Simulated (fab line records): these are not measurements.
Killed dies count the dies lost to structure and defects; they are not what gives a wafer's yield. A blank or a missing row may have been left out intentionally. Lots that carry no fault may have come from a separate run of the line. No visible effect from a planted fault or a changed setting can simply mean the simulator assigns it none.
A struck lot beside a sound one -- flow nandHarc -- 22 out of 1159 route steps
Sound: these wafers, L319.1, L319.3, L319.4. Wafers L329.1, L329.4, L329.6 were the ones struck. The cause comes at the end.
Each step with rows lists, per side, the tool, then ch with its chambers, then its first start. Under that, the readings that differ: sound wafers -- struck wafers -- difference of the means -- sigmas: that difference in standard deviations of wafers without a fault.
alike: same words and numbers on both sides, and readings whose means sit less than 2 such deviations apart. not compared: any withheld reading, any reading some wafer has no value for, any bound like >300 that may hide the same value, and any number with overlapping values for which the record gives no deviation.
The two part at a step that has a row with sigmas, a row that says differs or no value, or rows on one side only. When numbers do not overlap yet have no deviation, they are printed without sigmas and do not part them. Lack of a reading on every wafer of one side parts them only where that side has two or more wafers.

NHARC_P_CONTACT_CVD_23: deposits W, target thk 200 nm, time 557 s.
  sound on cvdW-01 ch 0,1; struck on cvdW-01 ch 0,1
  alike: heaterPowerOuterW, heaterPowerW, susceptorTempC, throttleValvePct
NHARC_P_CONTACT_CMP_24: polishes, t overpolish 30 s, target thk 200 nm.
  sound on cmp-04 ch 1,2,3, day 6 09:57; struck on cmp-04 ch 0,3, day 9 00:27
  alike: motorCurrentA, overpolishRunS, timeToEndpointS
then, 1 step without rows for these wafers: NHARC_P_CONTACT_SRD_26.
NHARC_P_CONTACT_INSPECT_27:
  struck on defectInspect-01, day 9 00:51; sound on defectInspect-01, day 6 10:22
  alike: rawDefectCount
then, 7 steps without rows for these wafers: NHARC_P_M0_DEP_00 (deposits SiOC, target thk 150 nm); NHARC_P_M0_DEHYDRATE_01 (time 120 s); NHARC_P_M0_HMDS_02 (time 30 s); NHARC_P_M0_COAT_33 (time 65 s); NHARC_P_M0_COAT_03 (resist thk 90 nm); NHARC_P_M0_SOFTBAKE_04 (time 55 s); NHARC_P_M0_EBR_05.
NHARC_P_M0_EXPOSE_06: exposes mask P M0, target cd 90 nm.
  sound on arfiScanner-01 ch 0, day 6 11:07; struck on arfiScanner-03 ch 0, day 9 01:37
reading,sound,struck,difference,sigmas
exposureDoseMJCm2,81.25 81.17 81.21,84.61 84.66 84.62,+3.42,+43
  alike: mask, focusOffsetNm
then, 2 steps without rows for these wafers: NHARC_P_M0_PEB_07 (peb time 65 s); NHARC_P_M0_DEVELOP_08 (develop time 35 s).
NHARC_P_M0_CD_MEAS_09: the cd target is 90 nm.
  sound on cdSem-02 ch 0, day 6 11:15; struck on cdSem-03 ch 0, day 9 01:45
reading,sound,struck,difference,sigmas
cdNm (nm),89.6 89.3 89.1,72.2 71.5 79.8,-14.8,-24
NHARC_P_M0_OVL_MEAS_10: pitch 180 nm.
  struck on overlay-02, day 9 01:50; sound on overlay-02, day 6 11:20
  alike: overlayXNm, overlayYNm
NHARC_P_M0_INSPECT_11:
  struck on defectInspect-01, day 9 01:53; sound on defectInspect-01, day 6 11:23
  alike: rawDefectCount
NHARC_P_M0_DESCUM_14: chemistry O2, time 3 s.
  sound on rieDiel-13 ch 0,2,3, day 6 11:27; struck on rieDiel-02 ch 0,2, day 9 01:57
reading,sound,struck,difference,sigmas
model.P_M0.cdNm (nm),89.71 89.06 88.91,72 71.43 80.04,-15,
  alike: drypumpMotorCurrentA, oesProductAu, rfVppV, showerheadPlenumPTorr, throttleValvePct
  not compared: rfHoursCounterH
NHARC_P_M0_ETCH_34: etches the open film in N2/H2, target depth 40 nm, overetch 12 nm, time 43.94 s.
  sound on rieDiel-13 ch 1,2,3, day 6 11:32; struck on rieDiel-02 ch 0,1, day 9 02:02
reading,sound,struck,difference,sigmas
rfVppV (V),433.0 432.9 433.4,428.8 426.8 426.3,-5.8,-2
showerheadPlenumPTorr (Torr),2.14 2.12 2.12,1.92 1.94 1.92,-0.20,-2
  alike: drypumpMotorCurrentA, oesProductAu, throttleValvePct
  not compared: rfHoursCounterH
NHARC_P_M0_ETCH_15: etches the open film in C4F8/Ar, target depth 150 nm, overetch 15 nm, time 82.5 s.
  sound on rieDiel-13 ch 1,2,3; struck on rieDiel-02 ch 0,1,2
reading,sound,struck,difference,sigmas
model.P_M0.cdNm (nm),89.52 89.16 88.68,71.96 71.08 79.95,-14.79,
  alike: oesProductAu, rfVppV
  not compared: rfHoursCounterH
NHARC_P_M0_CD_MEAS_16:
  struck on cdSem-02, day 9 02:15; sound on cdSem-01, day 6 11:44
reading,sound,struck,difference,sigmas
cdNm (nm),89.5 89.3 88.7,72.0 70.6 79.8,-15.0,-18
NHARC_P_M0_STRIP_18: strips in N2/H2.
  sound on rieDiel-13 ch 1,2,3, day 6 11:49; struck on rieDiel-06 ch 0,3, day 9 02:21
reading,sound,struck,difference,sigmas
oesProductAu (a.u.),1.015 1.013 0.998,0.994 0.981 0.987,-0.021,-3
rfVppV (V),91.9 91.7 91.9,89.8 89.2 90.2,-2.1,-2
  alike: drypumpMotorCurrentA, showerheadPlenumPTorr, throttleValvePct
  not compared: rfHoursCounterH

WHERE THEY PART
Earliest at NHARC_P_M0_EXPOSE_06; latest, in this record, at NHARC_P_M0_STRIP_18.

WHY: whatever the simulator had introduced
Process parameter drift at NHARC_P_M0_EXPOSE_06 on arfiScanner-03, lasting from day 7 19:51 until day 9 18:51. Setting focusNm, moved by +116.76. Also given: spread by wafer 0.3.
